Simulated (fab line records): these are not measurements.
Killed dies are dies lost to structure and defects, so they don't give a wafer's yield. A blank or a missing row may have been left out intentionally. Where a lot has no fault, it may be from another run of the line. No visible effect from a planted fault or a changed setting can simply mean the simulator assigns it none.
Matching of chambers | flow nand_harc | NHARC_P_M0_PRE_CLEAN_31 on pecvd-04: 3 sister chambers
The step time 12 s. 16 wafers are shown with their chamber, then 8 later ones without.

== WAFERS WITH THEIR CHAMBER ==
wafer  | chamber | heater_power_w (W)
L253.1 | 2       | 694
L253.4 | 2       | 695
L253.5 | 1       | 726
L254.1 | 0       | 653
L254.5 | 1       | 762
L254.6 | 2       | 667
L255.2 | 0       | 677
L255.3 | 2       | 702
L255.4 | 0       | 693
L260.1 | 0       | 715
L260.2 | 2       | 661
L260.3 | 1       | 643
L261.3 | 0       | 672
L261.4 | 1       | 764
L261.5 | 2       | 674
L262.1 | 2       | 595

SIGNATURES (averages over the wafers above)
reading        | chamber 0 | chamber 1 | chamber 2 | scatter within a chamber
heater_power_w | 682.00    | 723.75    | 669.71    | 39
Rule: distance of a wafer from a chamber = root of the sum over the readings of ((wafer's reading minus chamber's mean) / reading's scatter) squared. The wafer belongs to the nearest chamber; if the next one is less than 2 further off, it can't be placed. The scatter is the square root of a quotient: the sum, over the shown wafers, of each reading's squared deviation from its chamber's mean, divided by wafers minus chambers.

== WAFERS WHOSE CHAMBER IS MISSING ==
wafer  | heater_power_w (W)
L262.4 | 665
L262.6 | 599
L265.1 | 689
L265.4 | 728
L265.6 | 670
L276.1 | 590
L276.4 | 683
L276.5 | 668

== EACH ONE'S CHAMBER ==
wafer  | from the rows above          | in truth
L262.4 | can't be placed: 2 or 0 or 1 | 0
L262.6 | can't be placed: 2 or 0 or 1 | 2
L265.1 | can't be placed: 0 or 2 or 1 | 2
L265.4 | can't be placed: 1 or 0 or 2 | 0
L265.6 | can't be placed: 2 or 0 or 1 | 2
L276.1 | can't be placed: 2 or 0 or 1 | 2
L276.4 | can't be placed: 0 or 2 or 1 | 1
L276.5 | can't be placed: 2 or 0 or 1 | 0
Correct placement for 0 of the 8. From these rows, 8 cannot be placed; in 8 the true chamber is one of the candidates. Wrongly placed: 0.
